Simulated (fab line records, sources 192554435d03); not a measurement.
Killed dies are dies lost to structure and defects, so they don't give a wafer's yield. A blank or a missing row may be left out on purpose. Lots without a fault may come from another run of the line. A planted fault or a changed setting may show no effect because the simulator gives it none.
fab line records | flow n5_finfet
record lots=24 wafers=72 last_day=18
route steps=1938 shown BEOL_M1@800
lots that met no fault: from a run of the same line without faults
start_h: hours from the record's first day to the start of the lot's first wafer shown | wait_h: hours since the lot's step before | " the same as in the row above | L1.1+2: a row that stands for several wafers | - no value, or no start given | * or withheld: withheld | < > ~ a bound
route shown NAME@n: a module of which the file shows steps, and the number in the route of the first | usual: mean/standard deviation of fault-free wafers | same: alike in all rows | chamber/n: place in a boat | sites: the reading at each site | _std_site: their standard deviation | _edge_site: outer sites' mean less inner sites' | radius_mm: how far each site lies from the wafer's centre | mask NAME#n: copy n | behind: the tool/chamber that last shaped the wafer | hold: why the lot was held/for how many hours/how that ended | device: the transistor (n, p or np) that didn't switch | end of line: the same wafers' tests at the end of the route | a step without rows: its recipe alone | killed: dies lost to structure and defects at the first sort, not the wafer's yield | map: a wafer's dies, x killed, . not, _ none there
set.NAME: the setting as run; set.NAME@STEP: as run at that earlier step | model.NAME: the simulator's own value behind a step, which no gauge read
steps of the route over a sample of lots; a table a step, a row a wafer
services: from which hour (start_h, from the record's first day; less than 0 if before it) a tool's chamber was out of use, for how many hours, and why
## steps
# step N5_BEOL_M1_TRENCH_ETCH_37
# recipe chemistry=C4F6/O2 target_depth_a=552.07 target=SiOC time_s=29 ion_energy_ev=250 pressure_mtorr=30 source_w=355 bias_w=185 Ar_flow_sccm=300 C4F6_flow_sccm=10 O2_flow_sccm=10
# usual bias_w=185.0/0.54 chamber_pressure_mTorr=29.999/0.026 drypump_motor_current_A=5.7/0.39 oes_product_au=0.75/0.058 rf_vpp_V=662/13 showerhead_plenum_p_Torr=2.88/0.08 throttle_valve_pct=20.91/0.21
# columns lot.wafer tool chamber start_h wait_h bias_w chamber_pressure_mTorr drypump_motor_current_A oes_product_au rf_hours_counter_h rf_vpp_V showerhead_plenum_p_Torr throttle_valve_pct
L074.4 rie_diel-03 0 - - 184.8 30.028 5.3 0.79 125 661 2.98 20.81
L074.5 " 2 " " 185.2 29.992 5.8 0.70 - 651 2.79 20.94
L074.6 " 3 " " 184.7 30.024 5.6 0.75 - 643 2.83 20.88
L075.2 rie_diel-03 1 - - 184.8 30.002 5.5 0.70 219 660 2.84 21.03
L075.3 " 0 " " 185.4 30.008 5.3 0.80 127 663 2.98 20.83
L075.4 " 2 " " 184.3 30.033 5.8 0.70 236 652 2.79 20.90
L076.2 rie_diel-06 3 - - 185.3 29.941 5.7 0.72 216 641 2.93 21.02
L076.3 " 2 " " 184.7 29.972 6.1 0.77 135 672 2.97 21.04
L076.6 " 1 " " 184.1 29.992 5.8 0.71 - 678 2.93 21.08
L077.1 rie_diel-03 0 - - 184.6 29.995 5.4 0.79 130 660 2.98 20.82
L077.2 " 2 " " 184.6 29.998 5.8 0.70 239 650 2.79 20.93
L077.4 " 1 " " 184.4 29.989 5.6 0.70 223 663 2.84 21.03
L078.1 rie_diel-06 0 - - 185.3 29.969 5.4 0.88 49 672 2.90 20.72
L078.2 " 3 " " 184.7 30.042 5.7 0.72 219 642 2.93 21.03
L078.4 " 2 " " 184.7 29.988 6.1 0.76 139 672 2.97 21.03
L079.1 rie_diel-06 2 - - 184.4 30.006 6.1 0.77 140 671 2.97 21.03
L079.4 " 0 " " 185.2 30.046 5.3 0.87 49 672 2.90 20.73
L079.5 " 1 " " 184.9 30.027 5.8 0.71 - 678 2.93 21.09
L080.2 rie_diel-02 1 - - 185.3 29.980 6.1 0.78 140 677 2.84 20.36
L080.4 " 3 " " 184.7 29.977 5.6 0.71 221 671 2.93 20.77
L080.5 " 2 " " 185.2 30.019 5.1 0.74 - 665 2.97 21.19
L081.3 rie_diel-06 2 - - 185.3 29.986 6.1 0.77 142 671 2.96 21.03
L081.5 " 3 " " 185.0 29.964 5.7 0.71 - 641 2.93 21.03
L081.6 " 2 " " 186.0 30.023 6.2 0.76 - 671 2.96 21.02
L082.2 rie_diel-06 2 - - 185.7 30.002 6.1 0.77 146 671 2.96 21.03
L082.3 " 0 " " 186.1 29.994 5.3 0.86 54 671 2.90 20.73
L082.6 " 1 " " 184.4 30.004 5.8 0.70 - 678 2.93 21.10
L083.3 rie_diel-03 1 - - 184.7 29.939 5.5 0.69 238 662 2.83 21.04
L083.4 " 3 " " 184.8 30.007 5.5 0.73 - 644 2.82 20.92
L083.5 " 0 " " 185.1 30.003 5.4 0.78 - 661 2.97 20.83
L084.4 rie_diel-06 3 - - 185.5 30.016 5.7 0.71 - 640 2.93 21.06
L084.5 " 2 " " 184.5 30.022 6.1 0.76 - 670 2.96 21.05
L084.6 " 0 " " 185.6 30.032 5.3 0.84 - 671 2.89 20.76
L086.1 rie_diel-06 0 - - 184.5 29.947 5.3 0.85 61 672 2.89 20.73
L086.3 " 3 " " 185.9 30.059 5.7 0.71 - 641 2.93 21.05
L086.5 " 0 " " 184.9 29.981 5.3 0.86 - 673 2.89 20.74
L088.2 rie_diel-02 2 - - 185.2 30.050 5.1 0.73 160 665 2.97 21.19
L088.3 " 1 " " 185.4 30.016 6.1 0.76 151 677 2.83 20.38
L088.6 " 1 " " 184.6 30.017 6.0 0.76 - 677 2.83 20.38
L085.3 rie_diel-03 0 - - 184.8 29.999 5.3 0.77 153 661 2.97 20.85
L085.5 " 1 " " 185.6 30.003 5.5 0.69 - 661 2.83 21.06
L085.6 " 0 " " 184.9 29.993 5.3 0.76 - 661 2.97 20.86
L087.1 rie_diel-02 0 - - 184.5 30.007 6.5 0.68 229 648 2.69 20.97
L087.3 " 2 " " 184.8 30.031 5.1 0.73 163 665 2.96 21.20
L087.4 " 3 " " 184.4 30.012 5.6 0.70 235 673 2.92 20.80
L091.1 rie_diel-02 1 - - 185.3 30.032 6.0 0.77 157 677 2.83 20.38
L091.3 " 2 " " 185.4 30.025 5.1 0.73 166 666 2.96 21.20
L091.6 " 3 " " 184.3 29.989 5.6 0.70 - 673 2.92 20.79
L090.3 rie_diel-06 0 - - 185.4 29.987 5.4 0.85 69 672 2.89 20.75
L090.4 " 2 " " 185.0 29.983 6.1 0.76 - 671 2.96 21.04
L090.5 " 0 " " 185.1 29.979 5.3 0.84 - 672 2.89 20.74
L089.1 rie_diel-06 0 - - 185.9 29.986 5.4 0.84 69 672 2.89 20.76
L089.2 " 3 " " 184.5 29.962 5.7 0.70 240 639 2.92 21.07
L089.4 " 2 " " 184.6 29.947 6.1 0.76 - 671 2.96 21.04
L092.3 rie_diel-02 0 - - 184.2 30.003 6.6 0.68 236 647 2.69 20.99
L092.4 " 3 " " 185.6 30.032 5.6 0.70 242 671 2.92 20.83
L092.5 " 0 " " 184.8 29.952 6.6 0.68 - 648 2.69 20.98
L093.1 rie_diel-02 2 - - 185.4 30.003 5.1 0.73 173 665 2.96 21.21
L093.4 " 0 " " 185.7 30.036 6.5 0.68 238 648 2.69 20.99
L093.6 " 3 " " 185.3 30.010 5.6 0.69 - 671 2.92 20.82
L094.1 rie_diel-02 2 - - 185.1 30.050 5.1 0.72 175 664 2.96 21.20
L094.5 " 0 " " 184.6 30.020 6.6 0.68 - 648 2.69 20.98
L094.6 " 1 " " 184.9 30.001 6.0 0.75 - 677 2.83 20.40
L095.3 rie_diel-06 1 - - 185.4 29.968 5.7 0.70 234 678 2.93 21.10
L095.4 " 1 " " 185.5 29.974 5.8 0.70 - 678 2.93 21.10
L095.5 " 0 " " 184.9 30.027 5.3 0.81 - 673 2.88 20.78
L096.1 rie_diel-03 1 - - 184.4 29.991 5.5 0.94 7 662 2.82 20.75
L096.3 " 0 " " 185.4 29.962 5.4 0.74 174 660 2.96 20.89
L096.6 " 1 " " 183.9 29.979 5.5 0.94 - 662 2.82 20.72
L097.1 rie_diel-02 0 - - 184.5 30.007 6.5 0.67 245 649 2.69 20.98
L097.2 " 2 " " 185.3 30.008 5.1 0.72 180 664 2.96 21.21
L097.4 " 1 " " 185.1 30.019 6.0 0.75 - 677 2.82 20.42
# step N5_BEOL_M1_OCD_MEAS_38
# usual trench_depth_nm=54.8/0.94
# columns lot.wafer tool chamber start_h wait_h trench_depth_nm
L074.4 ocd-01 - 126.96 - 53.6
L074.5 " - " " 54.9
L074.6 " - " " 54.5
L075.2 ocd-01 - 136.75 - 53.5
L075.3 " - " " 53.6
L075.4 " - " " 54.4
L076.2 ocd-01 - 148.09 - 55.9
L076.3 " - " " 56.0
L076.6 " - " " 54.1
L077.1 ocd-01 - 149.63 - 54.2
L077.2 " - " " 54.0
L077.4 " - " " 53.7
L078.1 ocd-02 - 162.78 - 55.0
L078.2 " - " " 55.5
L078.4 " - " " 55.7
L079.1 ocd-01 - 163.80 - 55.5
L079.4 " - " " 56.3
L079.5 " - " " 53.6
L080.2 ocd-02 - 171.67 - 55.9
L080.4 " - " " 55.6
L080.5 " - " " 53.9
L081.3 ocd-02 - 171.71 - 56.2
L081.5 " - " " 54.8
L081.6 " - " " 55.6
L082.2 ocd-02 - 187.19 - 55.7
L082.3 " - " " 55.4
L082.6 " - " " 53.4
L083.3 ocd-01 - 197.45 - 52.5
L083.4 " - " " 53.9
L083.5 " - " " 54.2
L084.4 ocd-01 - 203.70 - 55.5
L084.5 " - " " 55.8
L084.6 " - " " 55.1
L086.1 ocd-01 - 208.34 - 55.3
L086.3 " - " " 56.0
L086.5 " - " " 55.8
L088.2 ocd-02 - 211.33 - 53.6
L088.3 " - " " 55.8
L088.6 " - " " 55.9
L085.3 ocd-02 - 212.74 - 53.7
L085.5 " - " " 53.3
L085.6 " - " " 53.7
L087.1 ocd-02 - 220.24 - 54.8
L087.3 " - " " 54.2
L087.4 " - " " 55.9
L091.1 ocd-01 - 226.86 - 56.9
L091.3 " - " " 53.6
L091.6 " - " " 55.4
L090.3 ocd-02 - 226.90 - 56.0
L090.4 " - " " 56.9
L090.5 " - " " 54.8
L089.1 ocd-01 - 227.33 - 54.7
L089.2 " - " " 54.7
L089.4 " - " " 56.0
L092.3 ocd-01 - 242.23 - 53.7
L092.4 " - " " 55.8
L092.5 " - " " 53.8
L093.1 ocd-01 - 248.83 - 54.2
L093.4 " - " " 53.2
L093.6 " - " " 55.6
L094.1 ocd-01 - 254.23 - 53.5
L094.5 " - " " 53.8
L094.6 " - " " 55.4
L095.3 ocd-01 - 255.71 - 53.2
L095.4 " - " " 53.6
L095.5 " - " " 53.7
L096.1 ocd-02 - 263.73 - 55.0
L096.3 " - " " 53.7
L096.6 " - " " 55.3
L097.1 ocd-01 - 268.62 - 54.0
L097.2 " - " " 54.3
L097.4 " - " " 56.0
# step N5_BEOL_M1_CD_MEAS_35
# recipe target_cd_nm=18 target_cd_y_nm=21 polarity=opening
# usual cd_nm=18.0/0.31
# columns lot.wafer tool chamber start_h wait_h cd_nm
L074.4 cd_sem-01 - 127.26 0.0 17.8
L074.5 " - " " 17.4
L074.6 " - " " 18.0
L075.2 cd_sem-03 - 136.91 0.0 17.9
L075.3 " - " " 18.0
L075.4 " - " " 18.4
L076.2 cd_sem-02 - 148.25 0.0 17.8
L076.3 " - " " 18.0
L076.6 " - " " 17.6
L077.1 cd_sem-01 - 149.80 0.0 18.0
L077.2 " - " " 18.1
L077.4 " - " " 18.2
L078.1 cd_sem-03 - 162.93 0.0 18.3
L078.2 " - " " 18.6
L078.4 " - " " 18.3
L079.1 cd_sem-03 - 163.96 0.0 18.0
L079.4 " - " " 18.4
L079.5 " - " " 17.8
L080.2 cd_sem-03 - 171.83 0.0 17.7
L080.4 " - " " 18.2
L080.5 " - " " 17.5
L081.3 cd_sem-03 - 171.86 0.0 18.4
L081.5 " - " " 17.8
L081.6 " - " " 18.2
L082.2 cd_sem-01 - 187.35 0.0 18.0
L082.3 " - " " 17.8
L082.6 " - " " 17.8
L083.3 cd_sem-03 - 197.60 0.0 17.8
L083.4 " - " " 17.8
L083.5 " - " " 18.3
L084.4 cd_sem-02 - 203.85 0.0 17.6
L084.5 " - " " 18.3
L084.6 " - " " 18.6
L086.1 cd_sem-03 - 208.49 0.0 18.5
L086.3 " - " " 18.1
L086.5 " - " " 17.7
L088.2 cd_sem-03 - 211.50 0.0 18.0
L088.3 " - " " 17.5
L088.6 " - " " 18.1
L085.3 cd_sem-02 - 212.90 0.0 18.2
L085.5 " - " " 17.7
L085.6 " - " " 18.1
L087.1 cd_sem-03 - 220.39 0.0 18.0
L087.3 " - " " 18.4
L087.4 " - " " 17.8
L091.1 cd_sem-02 - 227.01 0.0 18.1
L091.3 " - " " 18.0
L091.6 " - " " 17.9
L090.3 cd_sem-02 - 227.05 0.0 18.0
L090.4 " - " " 18.1
L090.5 " - " " 17.8
L089.1 cd_sem-01 - 227.48 0.0 18.0
L089.2 " - " " 17.5
L089.4 " - " " 18.1
L092.3 cd_sem-01 - 242.48 0.0 17.8
L092.4 " - " " 17.8
L092.5 " - " " 17.8
L093.1 cd_sem-03 - 248.99 0.0 17.5
L093.4 " - " " 18.2
L093.6 " - " " 17.7
L094.1 cd_sem-01 - 254.38 0.0 17.3
L094.5 " - " " 17.6
L094.6 " - " " 18.0
L095.3 cd_sem-01 - 255.86 0.0 18.1
L095.4 " - " " 18.1
L095.5 " - " " 17.9
L096.1 cd_sem-01 - 263.89 0.0 18.1
L096.3 " - " " 17.5
L096.6 " - " " 17.7
L097.1 cd_sem-01 - 268.78 0.0 18.1
L097.2 " - " " 18.0
L097.4 " - " " 18.0
# step N5_BEOL_M1_SPUTTER_48
# recipe material=Cu target_thk_a=45 temp_c=-20 chamber_pressure_pa=0.07 power_w=withheld time_s=8.29
# usual throttle_valve_pct=30.0/1.1
# columns lot.wafer tool chamber start_h wait_h throttle_valve_pct
L074.4 pvd_sputter-03 - 128.22 0.1 29.4
L074.5 " - " " 30.8
L074.6 " - " " 29.2
L075.2 pvd_sputter-02 - 137.57 0.2 31.8
L075.3 " - " " 29.7
L075.4 " - " " 30.7
L076.2 pvd_sputter-03 - 149.02 0.2 30.7
L076.3 " - " " 29.5
L076.6 " - " " 29.1
L077.1 pvd_sputter-03 - 151.28 0.2 29.3
L077.2 " - " " 28.7
L077.4 " - " " 30.7
L078.1 pvd_sputter-01 - 164.40 0.2 30.7
L078.2 " - " " 30.2
L078.4 " - " " 27.7
L079.1 pvd_sputter-02 - 166.02 0.1 31.7
L079.4 " - " " 30.5
L079.5 " - " " 31.5
L080.2 pvd_sputter-01 - 172.92 0.1 30.6
L080.4 " - " " 27.6
L080.5 " - " " 30.2
L081.3 pvd_sputter-02 - 172.98 0.1 31.7
L081.5 " - " " 29.6
L081.6 " - " " 30.4
L082.2 pvd_sputter-03 - 188.52 0.2 30.8
L082.3 " - " " 28.8
L082.6 " - " " 28.9
L083.3 pvd_sputter-01 - 198.68 0.1 27.7
L083.4 " - " " 30.9
L083.5 " - " " 30.9
L084.4 pvd_sputter-01 - 206.19 0.0 28.0
L084.5 " - " " 27.9
L084.6 " - " " 30.6
L086.1 pvd_sputter-03 - 211.34 0.1 31.0
L086.3 " - " " 28.5
L086.5 " - " " 28.8
L088.2 pvd_sputter-01 - 212.64 0.1 30.7
L088.3 " - " " 30.4
L088.6 " - " " 30.8
L085.3 pvd_sputter-01 - 214.48 0.4 30.3
L085.5 " - " " 30.2
L085.6 " - " " 30.9
L087.1 pvd_sputter-03 - 221.85 0.6 28.5
L087.3 " - " " 29.4
L087.4 " - " " 28.8
L091.1 pvd_sputter-01 - 227.85 0.1 30.7
L091.3 " - " " 30.4
L091.6 " - " " 30.1
L090.3 pvd_sputter-03 - 227.98 0.1 29.5
L090.4 " - " " 29.1
L090.5 " - " " 28.6
L089.1 pvd_sputter-02 - 229.02 0.1 29.6
L089.2 " - " " 31.5
L089.4 " - " " 31.7
L092.3 pvd_sputter-03 - 243.51 0.1 29.0
L092.4 " - " " 28.9
L092.5 " - " " 30.9
L093.1 pvd_sputter-03 - 251.27 1.4 28.8
L093.4 " - " " 28.8
L093.6 " - " " 29.1
L094.1 pvd_sputter-01 - 255.46 0.1 30.7
L094.5 " - " " 30.7
L094.6 " - " " 28.0
L095.3 pvd_sputter-02 - 257.61 0.1 31.6
L095.4 " - " " 31.6
L095.5 " - " " 31.4
L096.1 pvd_sputter-01 - 266.78 1.9 30.5
L096.3 " - " " 31.1
L096.6 " - " " 27.7
L097.1 pvd_sputter-02 - 270.33 0.1 30.7
L097.2 " - " " 31.6
L097.4 " - " " 31.5
# step N5_BEOL_M1_ANNEAL_49
# recipe temp_c=400 time_s=240 ambient=vacuum
# usual heater_power_w=817/69
# columns lot.wafer tool chamber start_h wait_h heater_power_w
L074.4 pvd_sputter-03 - 128.30 0.0 775
L074.5 " - " " 789
L074.6 " - " " 941
L075.2 pvd_sputter-02 - 137.65 0.0 727
L075.3 " - " " 1022
L075.4 " - " " 838
L076.2 pvd_sputter-03 - 149.10 0.0 789
L076.3 " - " " 779
L076.6 " - " " 917
L077.1 pvd_sputter-03 - 151.36 0.0 759
L077.2 " - " " 768
L077.4 " - " " 790
L078.1 pvd_sputter-01 - 164.48 0.0 778
L078.2 " - " " 796
L078.4 " - " " 845
L079.1 pvd_sputter-02 - 166.10 0.0 720
L079.4 " - " " 855
L079.5 " - " " 780
L080.2 pvd_sputter-01 - 173.00 0.0 845
L080.4 " - " " 823
L080.5 " - " " 848
L081.3 pvd_sputter-02 - 173.06 0.0 812
L081.5 " - " " 1007
L081.6 " - " " 826
L082.2 pvd_sputter-03 - 188.60 0.0 786
L082.3 " - " " 904
L082.6 " - " " 922
L083.3 pvd_sputter-01 - 198.76 0.0 816
L083.4 " - " " 774
L083.5 " - " " 757
L084.4 pvd_sputter-01 - 206.27 0.0 817
L084.5 " - " " 830
L084.6 " - " " 785
L086.1 pvd_sputter-03 - 211.42 0.0 780
L086.3 " - " " 741
L086.5 " - " " 750
L088.2 pvd_sputter-01 - 212.72 0.0 779
L088.3 " - " " 788
L088.6 " - " " 758
L085.3 pvd_sputter-01 - 214.56 0.0 849
L085.5 " - " " 789
L085.6 " - " " 754
L087.1 pvd_sputter-03 - 221.93 0.0 767
L087.3 " - " " 783
L087.4 " - " " 948
L091.1 pvd_sputter-01 - 227.93 0.0 766
L091.3 " - " " 851
L091.6 " - " " 775
L090.3 pvd_sputter-03 - 228.06 0.0 773
L090.4 " - " " 932
L090.5 " - " " 763
L089.1 pvd_sputter-02 - 229.10 0.0 1021
L089.2 " - " " 796
L089.4 " - " " 711
L092.3 pvd_sputter-03 - 243.59 0.0 763
L092.4 " - " " 905
L092.5 " - " " 761
L093.1 pvd_sputter-03 - 251.35 0.0 933
L093.4 " - " " 774
L093.6 " - " " 781
L094.1 pvd_sputter-01 - 255.54 0.0 768
L094.5 " - " " 805
L094.6 " - " " 833
L095.3 pvd_sputter-02 - 257.69 0.0 719
L095.4 " - " " 778
L095.5 " - " " 794
L096.1 pvd_sputter-01 - 266.86 0.0 783
L096.3 " - " " 780
L096.6 " - " " 822
L097.1 pvd_sputter-02 - 270.41 0.0 840
L097.2 " - " " 715
L097.4 " - " " 790
# step N5_BEOL_M1_SPUTTER_86
# recipe material=Cu target_thk_a=45 temp_c=-20 chamber_pressure_pa=0.07 power_w=withheld time_s=8.29
# usual throttle_valve_pct=30.0/1.1
# columns lot.wafer tool chamber start_h wait_h throttle_valve_pct
L074.4 pvd_sputter-03 - 128.88 0.1 29.3
L074.5 " - " " 30.8
L074.6 " - " " 29.1
L075.2 pvd_sputter-02 - 138.23 0.1 31.6
L075.3 " - " " 29.6
L075.4 " - " " 30.6
L076.2 pvd_sputter-03 - 149.68 0.1 30.7
L076.3 " - " " 29.4
L076.6 " - " " 29.0
L077.1 pvd_sputter-03 - 151.94 0.1 29.2
L077.2 " - " " 28.6
L077.4 " - " " 30.8
L078.1 pvd_sputter-01 - 165.06 0.1 30.8
L078.2 " - " " 30.3
L078.4 " - " " 27.8
L079.1 pvd_sputter-02 - 166.68 0.1 31.5
L079.4 " - " " 30.6
L079.5 " - " " 31.6
L080.2 pvd_sputter-01 - 173.58 0.1 30.7
L080.4 " - " " 27.9
L080.5 " - " " 30.5
L081.3 pvd_sputter-02 - 173.64 0.1 31.6
L081.5 " - " " 29.9
L081.6 " - " " 30.9
L082.2 pvd_sputter-03 - 189.18 0.1 30.8
L082.3 " - " " 29.0
L082.6 " - " " 29.1
L083.3 pvd_sputter-01 - 203.17 0.1 27.9
L083.4 " - " " 30.8
L083.5 " - " " 30.9
L084.4 pvd_sputter-01 - 206.85 0.1 27.9
L084.5 " - " " 27.9
L084.6 " - " " 30.8
L086.1 pvd_sputter-03 - 212.00 0.1 31.0
L086.3 " - " " 28.8
L086.5 " - " " 28.7
L088.2 pvd_sputter-01 - 213.30 0.1 30.8
L088.3 " - " " 30.0
L088.6 " - " " 30.8
L085.3 pvd_sputter-01 - 215.14 0.1 30.3
L085.5 " - " " 30.3
L085.6 " - " " 30.6
L087.1 pvd_sputter-03 - 222.51 0.1 28.7
L087.3 " - " " 29.6
L087.4 " - " " 29.0
L091.1 pvd_sputter-01 - 228.51 0.1 30.9
L091.3 " - " " 30.6
L091.6 " - " " 30.2
L090.3 pvd_sputter-03 - 228.64 0.1 29.3
L090.4 " - " " 29.0
L090.5 " - " " 28.8
L089.1 pvd_sputter-02 - 229.68 0.1 29.7
L089.2 " - " " 31.7
L089.4 " - " " 31.5
L092.3 pvd_sputter-03 - 244.17 0.1 29.2
L092.4 " - " " 28.9
L092.5 " - " " 30.7
L093.1 pvd_sputter-03 - 251.93 0.1 29.2
L093.4 " - " " 28.8
L093.6 " - " " 29.2
L094.1 pvd_sputter-01 - 256.12 0.1 31.1
L094.5 " - " " 30.7
L094.6 " - " " 27.7
L095.3 pvd_sputter-02 - 258.27 0.1 31.7
L095.4 " - " " 31.4
L095.5 " - " " 31.5
L096.1 pvd_sputter-01 - 267.44 0.1 30.5
L096.3 " - " " 30.6
L096.6 " - " " 27.7
L097.1 pvd_sputter-02 - 270.99 0.1 30.8
L097.2 " - " " 31.3
L097.4 " - " " 31.9
## services
# columns tool chamber start_h hours kind
rie_diel-06 3 122.88 4.4 repair
pvd_sputter-01 - 182.92 8.3 repair
rie_diel-03 2 185.59 - clean
rie_diel-03 2 185.59 - consumable_replace:esc
rie_diel-03 2 185.59 - consumable_replace:focus_ring
rie_diel-06 2 205.55 5.7 repair
rie_diel-03 1 223.29 - clean
rie_diel-03 1 223.29 - consumable_replace:focus_ring
rie_diel-03 1 223.29 20.4 scheduled_down
rie_diel-03 1 223.29 20.4 vent_cycle
rie_diel-06 3 250.46 - clean
rie_diel-06 3 250.46 - consumable_replace:focus_ring
rie_diel-06 3 250.46 18.2 scheduled_down
rie_diel-06 3 250.46 18.2 vent_cycle
rie_diel-02 3 261.39 - clean
rie_diel-02 3 261.39 - consumable_replace:focus_ring
rie_diel-02 3 261.39 21.8 scheduled_down
rie_diel-02 3 261.39 21.8 vent_cycle
## key
fault none
